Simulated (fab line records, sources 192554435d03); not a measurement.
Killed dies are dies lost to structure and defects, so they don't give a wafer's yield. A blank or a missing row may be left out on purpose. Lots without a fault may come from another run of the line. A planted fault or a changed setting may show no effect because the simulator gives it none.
fab line records | flow n5_finfet
record lots=6 wafers=18 last_day=20
route steps=1938 shown FIN_CUT@155 BEOL_M4@1111 PASSIVATION@1936
lots that met no fault: from a run of the same line without faults
start_h: hours from the record's first day to the start of the lot's first wafer shown | wait_h: hours since the lot's step before | " the same as in the row above | L1.1+2: a row that stands for several wafers | - no value, or no start given | * or withheld: withheld | < > ~ a bound
route shown NAME@n: a module of which the file shows steps, and the number in the route of the first | usual: mean/standard deviation of fault-free wafers | same: alike in all rows | chamber/n: place in a boat | sites: the reading at each site | _std_site: their standard deviation | _edge_site: outer sites' mean less inner sites' | radius_mm: how far each site lies from the wafer's centre | mask NAME#n: copy n | behind: the tool/chamber that last shaped the wafer | hold: why the lot was held/for how many hours/how that ended | device: the transistor (n, p or np) that didn't switch | end of line: the same wafers' tests at the end of the route | a step without rows: its recipe alone | killed: dies lost to structure and defects at the first sort, not the wafer's yield | map: a wafer's dies, x killed, . not, _ none there
set.NAME: the setting as run; set.NAME@STEP: as run at that earlier step | model.NAME: the simulator's own value behind a step, which no gauge read
lots at some steps of the route; a table a step, a row a wafer
services: from which hour (start_h, from the record's first day; less than 0 if before it) a tool's chamber was out of use, for how many hours, and why
## steps
# step N5_FIN_CUT_COAT_19
# recipe resist=SiARC temp_c=220 time_s=60 spin_rpm=1500 resist_thk_nm=20
# step N5_FIN_CUT_COAT_29
# recipe resist=underlayer temp_c=205 time_s=60 spin_rpm=1500 resist_thk_nm=10
# step N5_FIN_CUT_COAT_02
# recipe resist=CAR-EUV spin_rpm=1500 resist_thk_nm=30
# step N5_FIN_CUT_EBR_04
# recipe solvent=PGMEA ebr_width_mm=1.5
# step N5_FIN_CUT_SOFTBAKE_03
# recipe temp_c=110 time_s=60 resist=CAR-EUV
# step N5_FIN_CUT_EXPOSE_05
# recipe mask_id=FIN_CUT na=0.33 source_shape=annular sigma_inner=0.35 sigma_outer=0.8 polarization=unpolarized dose_mj=45.75
# step N5_FIN_CUT_PEB_06
# recipe peb_temp_c=100 peb_time_s=60 resist=CAR-EUV
# step N5_FIN_CUT_DEVELOP_07
# recipe develop_time_s=30 developer=TMAH resist=CAR-EUV rinse_liquid=surfactant_rinse dry=air_spin dev_temp_c=23
# step N5_FIN_CUT_CD_MEAS_08
# recipe target_cd_nm=29.1 landing_energy_ev=500 detector=se_inlens polarity=opening
# usual cd_nm=29.05/0.24
# columns lot.wafer tool chamber start_h wait_h cd_nm
L628.1 cd_sem-02 0 41.08 - 28.81
L628.2 " 0 " " 28.87
L628.6 " 0 " " 29.05
L629.2 cd_sem-03 0 44.94 - 28.96
L629.3 " 0 " " 28.95
L629.4 " 0 " " 28.69
L640.2 cd_sem-01 0 110.64 - 28.68
L640.4 " 0 " " 28.96
L640.5 " 0 " " 28.83
L641.1 cd_sem-02 0 117.49 - 29.08
L641.4 " 0 " " 29.42
L641.6 " 0 " " 29.21
L644.1 cd_sem-03 0 135.89 - 29.70
L644.2 " 0 " " 29.23
L644.6 " 0 " " 29.47
L649.3 cd_sem-01 0 168.01 - 29.19
L649.5 " 0 " " 29.27
L649.6 " 0 " " 28.71
# step N5_FIN_CUT_OVL_MEAS_09
# recipe points_per_wafer=522
# usual FIN_CUT_OVL=-0.5/0.61
# columns lot.wafer tool chamber start_h wait_h FIN_CUT_OVL[nm]
L628.1 overlay-02 0 41.11 0.0 -0.9
L628.2 " 0 " " -0.7
L628.6 " 0 " " -0.5
L629.2 overlay-01 0 44.97 0.0 0.2
L629.3 " 0 " " 0.9
L629.4 " 0 " " 0.2
L640.2 overlay-02 0 110.67 0.0 -0.4
L640.4 " 0 " " -0.6
L640.5 " 0 " " -0.7
L641.1 overlay-02 0 117.52 0.0 -1.1
L641.4 " 0 " " -0.6
L641.6 " 0 " " -0.2
L644.1 overlay-01 0 135.92 0.0 -1.0
L644.2 " 0 " " -0.3
L644.6 " 0 " " -0.9
L649.3 overlay-01 0 168.05 0.0 -0.8
L649.5 " 0 " " -0.6
L649.6 " 0 " " -0.4
# step N5_FIN_CUT_INSPECT_10
# recipe mode=adi inspect_instrument=brightfield
# usual raw_defect_count=40/12
# columns lot.wafer tool chamber start_h wait_h raw_defect_count
L628.1 defect_inspect-02 - 41.17 0.1 38
L628.2 " - " " 32
L628.6 " - " " 59
L629.2 defect_inspect-02 - 45.02 0.0 34
L629.3 " - " " 27
L629.4 " - " " 35
L640.2 defect_inspect-01 - 110.72 0.0 45
L640.4 " - " " 41
L640.5 " - " " 28
L641.1 defect_inspect-01 - 117.58 0.1 43
L641.4 " - " " 58
L641.6 " - " " 44
L644.1 defect_inspect-01 - 135.98 0.1 45
L644.2 " - " " 42
L644.6 " - " " 54
L649.3 defect_inspect-01 - 168.10 0.0 32
L649.5 " - " " 37
L649.6 " - " " 36
# step N5_FIN_CUT_DESCUM_13
# recipe chemistry=O2 time_s=7 source_power_w=50 bias_power_w=20 pressure_mtorr=20 rf_frequency_hz=2.712e+07 temp_c=40 resist=CAR-EUV o2_flow_sccm=225
# usual drypump_motor_current_A=5.6/0.48 o2_flow_sccm=225.0/0.72 oes_product_au=0.75/0.064 rf_vpp_V=243.4/1.4 showerhead_plenum_p_Torr=2.11/0.073 throttle_valve_pct=20.33/0.18
# columns lot.wafer tool chamber start_h wait_h drypump_motor_current_A o2_flow_sccm oes_product_au rf_hours_counter_h rf_vpp_V showerhead_plenum_p_Torr throttle_valve_pct
L628.1 rie_diel-02 0 41.20 0.0 5.0 225.6 0.71 194 244.8 2.17 20.18
L628.2 " 2 " " 5.6 226.3 0.77 145 243.4 2.19 20.24
L628.6 " 1 " " 6.5 223.4 0.80 - 241.3 2.03 20.51
L629.2 rie_diel-05 2 45.06 0.0 5.6 225.7 0.68 208 241.5 2.01 20.54
L629.3 " 3 " " 4.9 224.7 0.73 187 243.4 2.16 20.33
L629.4 " 1 " " 5.4 224.5 0.95 12 244.5 2.22 20.00
L640.2 rie_diel-05 3 110.76 0.0 5.0 225.2 0.72 202 244.9 2.16 20.36
L640.4 " 1 " " 5.4 224.4 0.91 29 244.4 2.21 20.03
L640.5 " 1 " " 5.4 225.2 0.91 - 244.5 2.22 20.05
L641.1 rie_diel-02 2 117.62 0.0 5.6 226.4 0.75 163 244.5 2.19 20.25
L641.4 " 3 " " 6.0 225.0 0.74 168 241.7 2.00 20.37
L641.6 " 2 " " 5.6 225.4 0.75 - 243.3 2.19 20.27
L644.1 rie_diel-05 1 136.48 0.5 5.4 225.8 0.90 37 245.4 2.21 20.04
L644.2 " 2 " " 5.5 225.2 0.67 232 241.4 2.00 20.56
L644.6 " 3 " " 4.9 224.4 0.71 - 244.4 2.16 20.37
L649.3 rie_diel-02 1 168.13 0.0 6.4 224.8 0.77 121 242.0 2.02 20.57
L649.5 " 2 " " 5.6 225.0 0.75 - 243.4 2.18 20.28
L649.6 " 1 " " 6.4 225.7 0.77 - 242.5 2.02 20.55
# step N5_FIN_CUT_ETCH_30
# recipe chemistry=N2/H2 target=underlayer target_depth_a=130 mask_material=CAR-EUV time_s=10.4 ion_energy_ev=200 pressure_mtorr=30 source_w=840 bias_w=150 n2_flow_sccm=200 h2_flow_sccm=200 ends=cleared
# usual bias_w=150.0/0.4 drypump_motor_current_A=5.6/0.48 etch_rf_on_time_s=10.41/0.26 oes_product_au=0.64/0.055 rf_vpp_V=524.3/2.6 showerhead_plenum_p_Torr=2.55/0.096 throttle_valve_pct=17.70/0.14
# columns lot.wafer tool chamber start_h wait_h bias_w drypump_motor_current_A etch_rf_on_time_s oes_product_au rf_hours_counter_h rf_vpp_V showerhead_plenum_p_Torr throttle_valve_pct
L628.1 rie_diel-02 0 41.24 0.0 150.0 5.0 10.43 0.62 194 527.3 2.63 17.61
L628.2 " 2 " " 150.4 5.6 10.70 0.65 145 526.1 2.65 17.69
L628.6 " 1 " " 150.2 6.4 10.52 0.69 - 521.2 2.45 17.77
L629.2 rie_diel-05 2 45.09 0.0 150.7 5.5 10.22 0.59 208 521.6 2.40 17.79
L629.3 " 3 " " 150.0 4.9 10.33 0.61 187 524.5 2.61 17.60
L629.4 " 1 " " 149.5 5.4 9.93 0.82 12 529.1 2.71 17.38
L640.2 rie_diel-05 3 110.79 0.0 149.9 5.0 6.39 0.82 202 524.7 2.60 17.69
L640.4 " 1 " " 149.7 5.4 10.05 0.78 29 527.2 2.70 17.41
L640.5 " 1 " " 150.3 5.4 5.99 1.07 - 527.0 2.70 17.46
L641.1 rie_diel-02 2 117.65 0.0 150.1 5.6 10.65 0.63 163 527.0 2.64 17.71
L641.4 " 3 " " 150.1 6.0 10.66 0.63 168 520.8 2.41 17.63
L641.6 " 2 " " 150.0 5.6 10.71 0.64 - 527.9 2.64 17.72
L644.1 rie_diel-05 1 136.51 0.0 149.5 5.4 9.94 0.77 37 527.3 2.70 17.43
L644.2 " 2 " " 149.3 5.6 6.15 0.79 232 519.8 2.39 17.89
L644.6 " 3 " " 150.5 5.0 10.34 0.60 - 525.9 2.60 17.63
L649.3 rie_diel-02 1 168.17 0.0 150.2 6.4 10.50 0.66 121 522.7 2.44 17.83
L649.5 " 2 " " 149.2 5.6 10.80 0.63 - 525.2 2.64 17.75
L649.6 " 1 " " 149.8 6.4 10.44 0.67 - 519.7 2.44 17.82
# step N5_FIN_CUT_ETCH_20
# recipe chemistry=CF4 target=SiARC target_depth_a=260 mask_material=CAR-EUV time_s=43.3 ion_energy_ev=80 pressure_mtorr=40 source_w=545 bias_w=36 Ar_flow_sccm=100 cf4_flow_sccm=100 ends=cleared
# usual bias_w=36.00/0.11 drypump_motor_current_A=5.6/0.48 etch_rf_on_time_s=43.6/0.94 oes_product_au=0.64/0.055 rf_vpp_V=184.4/1.1 showerhead_plenum_p_Torr=2.16/0.067 throttle_valve_pct=15.56/0.17
# columns lot.wafer tool chamber start_h wait_h bias_w drypump_motor_current_A etch_rf_on_time_s oes_product_au rf_hours_counter_h rf_vpp_V showerhead_plenum_p_Torr throttle_valve_pct
L628.1 rie_diel-02 0 41.26 0.0 36.03 5.0 43.8 0.61 194 185.2 2.22 15.39
L628.2 " 2 " " 36.10 5.6 45.0 0.65 145 184.7 2.21 15.35
L628.6 " 1 " " 36.09 6.4 44.5 0.68 - 184.1 2.09 15.70
L629.2 rie_diel-05 2 45.11 0.0 36.18 5.6 43.4 0.58 208 182.6 2.04 15.71
L629.3 " 3 " " 36.05 4.9 44.1 0.61 187 185.2 2.21 15.58
L629.4 " 1 " " 35.95 5.4 42.1 0.81 12 187.0 2.28 15.28
L640.2 rie_diel-05 3 110.81 0.0 36.01 4.9 44.4 0.60 202 184.7 2.21 15.58
L640.4 " 1 " " 35.87 5.4 41.8 0.78 29 185.1 2.27 15.29
L640.5 " 1 " " 35.87 5.4 41.7 0.79 - 183.7 2.27 15.32
L641.1 rie_diel-02 2 117.67 0.0 35.89 5.6 45.4 0.63 163 184.0 2.21 15.41
L641.4 " 3 " " 35.87 6.0 44.6 0.63 168 183.3 2.07 15.70
L641.6 " 2 " " 35.89 5.6 45.1 0.63 - 184.9 2.21 15.38
L644.1 rie_diel-05 1 136.53 0.0 35.92 5.4 42.0 0.76 37 185.4 2.27 15.32
L644.2 " 2 " " 35.89 5.5 43.3 0.58 232 183.7 2.04 15.74
L644.6 " 3 " " 36.19 4.9 44.3 0.60 - 183.8 2.20 15.62
L649.3 rie_diel-02 1 168.19 0.0 36.03 6.4 43.8 0.66 121 183.7 2.08 15.76
L649.5 " 2 " " 35.90 5.5 45.3 0.62 - 186.6 2.20 15.41
L649.6 " 1 " " 35.98 6.4 43.7 0.66 - 184.4 2.08 15.77
# step N5_BEOL_M4_RC_MEAS_101
# usual DIBL_N=36.0/1.9 DIBL_P=35.6/2.2 IOFF_N=0.15/0.031 IOFF_P=0.19/0.032 ION_N=668/11 ION_P=455/7.2 SS_N=71.5/0.65 SS_P=73.4/0.64 VT_N=251/3.6 VT_P=-253/3.3
# columns lot.wafer tool chamber start_h wait_h DIBL_N[mV/V] DIBL_P[mV/V] IOFF_N[nA/um] IOFF_P[nA/um] ION_N[uA/um] ION_P[uA/um] SS_N[mV/dec] SS_P[mV/dec] VT_N[mV] VT_P[mV]
L628.1 prober-01 0 198.55 0.0 34.5 33.8 0.14 0.16 666 446 71.2 72.6 252 -254
L628.2 " 0 " " 35.0 33.8 0.13 0.16 672 453 71.2 71.9 254 -255
L628.6 " 0 " " 32.4 31.5 0.11 0.14 663 453 70.5 71.7 253 -257
L629.2 prober-02 0 226.81 0.2 38.0 38.6 0.21 0.24 678 460 72.4 73.2 245 -249
L629.3 " 0 " " 35.6 35.3 0.15 0.19 671 460 71.4 72.9 253 -252
L629.4 " 0 " " 37.9 38.4 0.19 0.23 674 453 71.7 74.3 247 -251
L640.2 prober-02 0 298.07 0.2 36.8 36.6 0.16 0.18 682 467 70.8 73.8 248 -251
L640.4 " 0 " " 38.3 38.6 0.19 0.22 688 470 72.1 73.6 248 -250
L640.5 " 0 " " 37.0 35.9 0.15 0.18 676 461 71.0 73.6 248 -253
L641.1 prober-01 0 305.61 0.0 37.3 40.1 0.18 0.23 659 450 72.7 75.0 249 -251
L641.4 " 0 " " 36.8 37.6 0.17 0.18 673 447 71.9 72.8 249 -256
L641.6 " 0 " " 33.6 34.6 0.13 0.15 657 451 71.3 72.6 253 -257
L644.1 prober-02 0 313.66 0.0 39.0 37.8 0.18 0.21 668 457 71.8 74.2 249 -252
L644.2 " 0 " " 36.6 35.2 0.15 0.18 674 453 70.4 73.2 252 -253
L644.6 " 0 " " 36.7 35.5 0.15 0.18 682 458 71.2 73.5 252 -255
L649.3 prober-01 0 361.83 0.3 35.6 34.6 0.14 0.20 657 454 71.8 73.5 250 -249
L649.5 " 0 " " 36.1 34.3 0.14 0.18 666 448 71.8 73.3 255 -252
L649.6 " 0 " " 35.4 34.2 0.13 0.20 672 464 70.9 73.3 251 -250
# step N5_PASSIVATION_PROBE_49
# usual defect_limited_yield=91.3/1.4 killed_at_M0_to_M3=34/10 killed_at_M4_up=14/5.5 killed_at_contacts=12/6 killed_at_front_end=40/10 killed_at_other=3.0/2.4 killed_dies=103/17 killed_open=68/13 killed_short=34/7.8 sort_bin_5_function=5.1/0.97 sort_bin_6_memory=3.3/0.66 sort_n_pass=1077/17 sort_yield_pct=91.2/1.4
# same gross_dies=1180 killed_at_back_side=0 sort_bin_4_leakage[%]=0 sort_bin_8_speed[%]=0
# columns lot.wafer tool chamber start_h wait_h defect_limited_yield[%] killed_at_M0_to_M3 killed_at_M4_up killed_at_contacts killed_at_front_end killed_at_other killed_dies killed_open killed_short sort_bin_5_function[%] sort_bin_6_memory[%] sort_n_pass sort_yield_pct[%]
L628.1 prober-01 - 298.05 0.0 88.8 70 15 10 37 0 132 86 44 7.1 3.8 1048 88.8
L628.2 prober-01 - 298.10 0.1 90.7 36 13 5 56 0 110 66 42 5.6 3.7 1070 90.7
L628.6 prober-01 - 298.30 0.3 91.4 41 9 6 45 0 101 59 40 5.3 2.8 1079 91.4
L640.2 prober-01 - 401.51 0.1 92.7 33 7 5 41 0 86 42 42 4.5 2.5 1094 92.7
L640.4 prober-01 - 401.61 0.2 90.3 37 14 15 45 4 115 72 35 5.6 3.3 1065 90.3
L640.5 prober-01 - 401.66 0.2 90.7 20 4 9 67 10 110 64 38 5.8 3.1 1070 90.7
# killed by level:class
L628.1 BEOL_M0_SAQP:geometric_particle:short=18 BEOL_M1:geometric_particle:open=15 DUMMY_GATE:geometric_particle:open=11 BEOL_M3:geometric_particle:open=11 FIN_SAQP:geometric_particle:short=9 BEOL_M0_SAQP:geometric_particle:open=9 BEOL_M2:geometric_particle:open=9 MOL_CONTACT_COAG:geometric_particle:open=7
L628.2 FIN_SAQP:geometric_particle:short=12 DUMMY_GATE:geometric_particle:open=10 BEOL_M0_SAQP:geometric_particle:open=10 FIN_SAQP:geometric_particle:open=7 BEOL_M1:geometric_particle:open=6 BEOL_M0_SAQP:geometric_particle:short=6 MOL_CONTACT_COAG:geometric_particle:open=5 BEOL_M4:geometric_particle:open=5
L628.6 BEOL_M0_SAQP:geometric_particle:short=16 DUMMY_GATE:geometric_particle:open=10 FIN_SAQP:geometric_particle:open=9 BEOL_M0_SAQP:geometric_particle:open=8 FIN_SAQP:geometric_particle:short=6 BEOL_M4:geometric_particle:open=5 STI_FIN_REVEAL:geometric_particle:open=5 MOL_CONTACT_COAG:geometric_particle:open=5
L640.2 BEOL_M0_SAQP:geometric_particle:short=11 FIN_SAQP:geometric_particle:open=10 FIN_SAQP:geometric_particle:short=9 ILD0:geometric_particle:short=6 BEOL_M0_SAQP:geometric_particle:open=6 DUMMY_GATE:geometric_particle:open=4 BEOL_M1:geometric_particle:open=4 GATE_CUT:geometric_particle:short=4
L640.4 MOL_CONTACT_COAG:geometric_particle:open=13 FIN_SAQP:geometric_particle:open=12 BEOL_M0_SAQP:geometric_particle:open=11 BEOL_M0_SAQP:geometric_particle:short=9 STARTING-WAFER:geometric_particle:short=6 BEOL_M2:geometric_particle:short=5 HKMG_FIN:area_etch=5 STI_FIN_REVEAL:geometric_particle:open=4
L640.5 STI_FIN_REVEAL:geometric_particle:open=20 FIN_SAQP:geometric_particle:short=14 FIN_SAQP:geometric_particle:open=14 MOL_CONTACT_COAG:geometric_particle:open=8 BEOL_M0_SAQP:geometric_particle:short=8 ILD0:geometric_particle:open=7 ILD0:geometric_particle:short=6 PASSIVATION:area_etch=6
## services
# columns tool chamber start_h hours kind
rie_diel-05 3 52.46 7.1 repair
rie_diel-05 - 66.04 5.2 repair
rie_diel-02 1 125.47 2.9 repair
rie_diel-05 - 154.02 2.8 pm
rie_diel-02 1 154.53 9.8 repair
## key
first_sign step=N5_FIN_CUT_ETCH_30 reading=etch_rf_on_time_s direction=down sigmas=16 usual=* struck=*
effect step=N5_FIN_CUT_ETCH_30 reading=oes_product_au direction=up sigmas=4.6 usual=0.64 struck=0.90
met_at N5_FIN_CUT_ETCH_30
struck_wafers L640.2,L640.5,L644.2
onset_between 45.09 110.79
fault kind=process_parameter_drift tool=rie_diel-05 chamber=- onset_h=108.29 steps=N5_FIN_CUT_ETCH_30 channel=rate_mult offset=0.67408 shape=step end_h=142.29 scope=struck_wafers_only
